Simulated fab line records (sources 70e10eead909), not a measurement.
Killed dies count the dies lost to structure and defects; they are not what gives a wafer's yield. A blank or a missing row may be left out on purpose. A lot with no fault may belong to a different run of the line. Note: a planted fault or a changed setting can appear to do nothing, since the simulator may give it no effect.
Which tool is to blame? | flow nand harc | Sampling: 6 lots, 17 wafers, 3 of 1302 route steps

== WHAT THE GAUGES SHOWED, per wafer ==
NHARC_A_ONON_D1_THK_MEAS_30: measures by ellipsometry.
lot  | measured     | on            | thk nm (nm)
L504 | day 9 11:22  | film metro-02 | 987 987 987
L508 | day 11 10:40 | film metro-02 | 1015 1015 1016
L511 | day 12 20:55 | film metro-02 | 992 1505
L519 | day 15 19:26 | film metro-02 | 1016 1015 1015
L522 | day 16 21:58 | film metro-01 | 1002 1002 1003
L524 | day 18 01:38 | film metro-02 | 996 995 995

== WHICH TOOL RAN EACH LOT (tool, then ch and the chambers of the sampled wafers, then the start) ==
lot  | NHARC_A_ZERO_WELL_DESCUM_12       | NHARC_A_ONON_D1_DEP_28
L504 | rie diel-09 ch 0,2,3, day 8 00:32 | pecvd onon-02 ch 0, day 9 10:58
L508 | rie diel-04 ch 0,1, day 9 22:14   | pecvd onon-03 ch 0, day 11 10:16
L511 | rie diel-09 ch 2,3, day 11 09:16  | pecvd onon-02 ch 0, day 12 20:31
L519 | rie diel-04 ch 0,1, day 14 09:16  | pecvd onon-02 ch 0, day 15 18:55
L522 | rie diel-09 ch 0,2, day 15 09:40  | pecvd onon-01 ch 0, day 16 21:31
L524 | rie diel-04 ch 0,1, day 16 09:45  | pecvd onon-01 ch 0, day 18 01:11
- NHARC_A_ZERO_WELL_DESCUM_12: chemistry O2, time 3 s.
- NHARC_A_ONON_D1_DEP_28: target thk 1000 nm.

== THE ANSWER, worked out from the rows above alone ==
Rule: what is usual is taken from the lots themselves. Put in order of their means at a reading, lots are off if they are a third of the lots or fewer, leave a main group of 4 or more, and stand apart from it by a gap of 3 or more times the standard deviation of the main group's means; of several such gaps the widest counts. Not used: any main group whose means are identical at the precision the tables above print for the reading. Also off: a lot with no number at a reading for which 4 or more lots have one. Any other lot the step has rows for is counted as sound.
Off at NHARC_A_ONON_D1_THK_MEAS_30 (thk nm): L511. Mean 1003 nm and standard deviation 11 in the main group.
If a tool, at a process step before that reading, ran all the lots that are off and no sound lot after the first of them, it fits. Those tools and the gauges at NHARC_A_ONON_D1_THK_MEAS_30 are tried in the same way. None of those tried fits.

== WHAT THE SIMULATOR HAD INSERTED ==
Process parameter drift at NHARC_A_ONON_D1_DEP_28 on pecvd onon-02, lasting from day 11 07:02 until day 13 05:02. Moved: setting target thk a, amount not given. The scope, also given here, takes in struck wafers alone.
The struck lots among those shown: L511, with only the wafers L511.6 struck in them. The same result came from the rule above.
